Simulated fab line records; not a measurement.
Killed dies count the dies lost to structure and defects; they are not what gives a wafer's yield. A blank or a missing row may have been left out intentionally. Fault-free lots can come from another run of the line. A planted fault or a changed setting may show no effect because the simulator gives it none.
Matching of chambers :: flow n5_finfet :: N5_BEOL_M12_ILD_DEP_00 on pecvd-02: 3 sister chambers
The step deposits SiOC from DEMS/O2, target thk 658.92 nm, time 130.7 s. 14 wafers are shown with their chamber, then 7 later ones without.

== WAFERS PAIRED WITH THEIR CHAMBERS ==
wafer: L074.2
chamber: 0
heater_power_w (W): 468
throttle_valve_pct (%): 12.0
showerhead_plenum_p_Torr (Torr): 5.701

wafer: L074.3
chamber: 1
heater_power_w (W): 416
throttle_valve_pct (%): 11.5
showerhead_plenum_p_Torr (Torr): 5.709

wafer: L074.5
chamber: 2
heater_power_w (W): 574
throttle_valve_pct (%): 11.3
showerhead_plenum_p_Torr (Torr): 5.705

wafer: L079.1
chamber: 1
heater_power_w (W): 438
throttle_valve_pct (%): 11.5
showerhead_plenum_p_Torr (Torr): 5.693

wafer: L079.4
chamber: 1
heater_power_w (W): 449
throttle_valve_pct (%): 11.5
showerhead_plenum_p_Torr (Torr): 5.709

wafer: L079.6
chamber: 0
heater_power_w (W): 503
throttle_valve_pct (%): 12.0
showerhead_plenum_p_Torr (Torr): 5.691

wafer: L082.2
chamber: 2
heater_power_w (W): 595
throttle_valve_pct (%): 11.8
showerhead_plenum_p_Torr (Torr): 5.718

wafer: L082.4
chamber: 1
heater_power_w (W): 415
throttle_valve_pct (%): 11.7
showerhead_plenum_p_Torr (Torr): 5.702

wafer: L082.5
chamber: 2
heater_power_w (W): 610
throttle_valve_pct (%): 11.6
showerhead_plenum_p_Torr (Torr): 5.715

wafer: L088.2
chamber: 2
heater_power_w (W): 535
throttle_valve_pct (%): 11.8
showerhead_plenum_p_Torr (Torr): 5.699

wafer: L088.3
chamber: 0
heater_power_w (W): 521
throttle_valve_pct (%): 11.9
showerhead_plenum_p_Torr (Torr): 5.700

wafer: L088.5
chamber: 0
heater_power_w (W): 540
throttle_valve_pct (%): 12.0
showerhead_plenum_p_Torr (Torr): 5.687

wafer: L089.1
chamber: 0
heater_power_w (W): 505
throttle_valve_pct (%): 12.2
showerhead_plenum_p_Torr (Torr): 5.686

wafer: L089.3
chamber: 2
heater_power_w (W): 512
throttle_valve_pct (%): 11.5
showerhead_plenum_p_Torr (Torr): 5.698

SIGNATURES (means of the wafers above)
reading: heater_power_w
chamber 0: 507.40
chamber 1: 429.50
chamber 2: 565.20
scatter within a chamber: 30.7

reading: throttle_valve_pct
chamber 0: 12.020
chamber 1: 11.550
chamber 2: 11.600
scatter within a chamber: 0.153

reading: showerhead_plenum_p_Torr
chamber 0: 5.69300
chamber 1: 5.70325
chamber 2: 5.70700
scatter within a chamber: 0.00803
Rule: for a wafer and a chamber, the distance is found by dividing, reading by reading, the gap between the wafer's reading and the chamber's mean by the reading's scatter, squaring, summing and taking the root. The wafer belongs to the nearest chamber; if the next one is less than 2 further off, it can't be placed. The scatter: the root of (the sum of the squares of (reading less its chamber's mean) over the shown wafers, divided by (wafers less chambers)).

== WAFERS WITHOUT THEIR CHAMBER ==
wafer: L089.4
heater_power_w (W): 440
throttle_valve_pct (%): 11.6
showerhead_plenum_p_Torr (Torr): 5.677

wafer: L087.1
heater_power_w (W): 548
throttle_valve_pct (%): 11.9
showerhead_plenum_p_Torr (Torr): 5.694

wafer: L087.5
heater_power_w (W): 407
throttle_valve_pct (%): 11.7
showerhead_plenum_p_Torr (Torr): 5.687

wafer: L087.6
heater_power_w (W): 549
throttle_valve_pct (%): 11.6
showerhead_plenum_p_Torr (Torr): 5.707

wafer: L097.1
heater_power_w (W): 429
throttle_valve_pct (%): 10.7
showerhead_plenum_p_Torr (Torr): 5.698

wafer: L097.3
heater_power_w (W): 560
throttle_valve_pct (%): 12.0
showerhead_plenum_p_Torr (Torr): 5.695

wafer: L097.5
heater_power_w (W): 434
throttle_valve_pct (%): 11.0
showerhead_plenum_p_Torr (Torr): 5.680

== THE CHAMBER EACH PASSED THROUGH ==
wafer: L089.4
from the rows above: can't be placed: 1 or 0
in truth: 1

wafer: L087.1
from the rows above: can't be placed: 0 or 2
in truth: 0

wafer: L087.5
from the rows above: can't be placed: 1 or 0
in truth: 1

wafer: L087.6
from the rows above: 2
in truth: 2

wafer: L097.1
from the rows above: can't be placed: 1 or 2
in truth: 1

wafer: L097.3
from the rows above: can't be placed: 0 or 2
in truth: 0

wafer: L097.5
from the rows above: 1
in truth: 1
2 of 7 placed correctly. Not placeable from these rows: 5 (in 5, the candidates include the true chamber). 0 placed wrongly.
